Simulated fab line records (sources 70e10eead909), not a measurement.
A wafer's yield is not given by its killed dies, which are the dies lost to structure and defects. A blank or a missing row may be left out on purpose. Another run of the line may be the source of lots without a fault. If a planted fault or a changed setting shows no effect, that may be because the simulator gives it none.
One fault seen from 2 desks -- flow nand harc -- each desk has only its own numbers; what lay behind them comes last

THE TOOL OWNER'S DESK: rie diel-13
The tool's own readings at NHARC_A_M0_ETCH_34 (etches the open film in N2/H2, target depth 40 nm, overetch 12 nm, time 43.94 s): means of the sampled wafers that have a number, for each lot that ran on this tool. If a lot's mean is further than 4 standard deviations from the usual mean, the lot is out of limits and carries the mark OUT (the distance appears in the brackets).
Columns: A = chamber pressure mTorr at NHARC_A_M0_ETCH_34, usual 30.000 mTorr; B = drypump motor current A at NHARC_A_M0_ETCH_34, usual 5.5 A; C = oes product au at NHARC_A_M0_ETCH_34, usual 0.993 a.u.; D = rf fwd power W at NHARC_A_M0_ETCH_34, usual 395.3 W; E = rf vpp V at NHARC_A_M0_ETCH_34, usual 430.8 V; F = showerhead plenum p Torr at NHARC_A_M0_ETCH_34, usual 2.05 Torr; G = throttle valve pct at NHARC_A_M0_ETCH_34, usual 14.172 %
lot,first seen here,A,B,C,D,E,F,G
L774,day 22 12:39,29.989,5.4,0.992,393.1,430.8,2.05,14.172
L783,day 26 18:06,29.973,4.9,0.993,391.7,431.7,2.11,14.158
L784,day 27 06:26,29.958,4.8,0.976,394.0,432.5,2.11,14.155
L786,day 27 17:40,30.004,4.9,0.987,391.2,433.2,2.11,14.181
L792,day 30 11:44,29.999,5.1,0.982,394.4,432.2,2.08,14.170
L793,day 30 13:15,29.991,5.3,0.984,395.9,433.7,2.14,14.177
L795,day 31 01:47,30.014,5.3,0.981,394.6,433.4,2.12,14.178
This desk's verdict: no lot among the 7 shows anything out of limits.

AT THE METROLOGY DESK
What the gauges read, lot by lot, whatever tool the lot ran on: means of the sampled wafers that have a number. If a lot's mean is further than 4 standard deviations from the usual mean, the lot is out of limits and carries the mark OUT (the distance appears in the brackets).
Columns: A = overlay x nm at NHARC_A_M0_OVL_MEAS_10, usual -0.1 nm; B = overlay y nm at NHARC_A_M0_OVL_MEAS_10, usual 0.0 nm
lot,first seen here,A,B
L774,day 22 12:27,-0.8,0.2
L778,day 24 05:10,-0.1,0.1
L779,day 25 07:22,0.4,0.8
L783,day 26 17:54,0.9,-0.6
L784,day 27 06:13,1.3,0.9
L785,day 27 10:28,-0.4,-0.9
L786,day 27 17:26,0.0,-0.4
L791,day 28 23:43,-0.7,-0.3
L790,day 29 00:50,1.0,-1.0
L792,day 30 11:33,-0.4,1.2
L793,day 30 13:04,0.1,-1.1
L794,day 30 23:09,0.4,0.6
L795,day 31 01:36,0.6,-0.3
L797,day 32 15:14,-0.8,0.7
This desk's verdict: no lot among the 14 shows anything out of limits.

PUT TOGETHER
Nothing out of limits was seen by the tool owner's desk.
From the metrology desk's view, nothing was out of limits.

WHAT THE SIMULATOR HAD PUT IN
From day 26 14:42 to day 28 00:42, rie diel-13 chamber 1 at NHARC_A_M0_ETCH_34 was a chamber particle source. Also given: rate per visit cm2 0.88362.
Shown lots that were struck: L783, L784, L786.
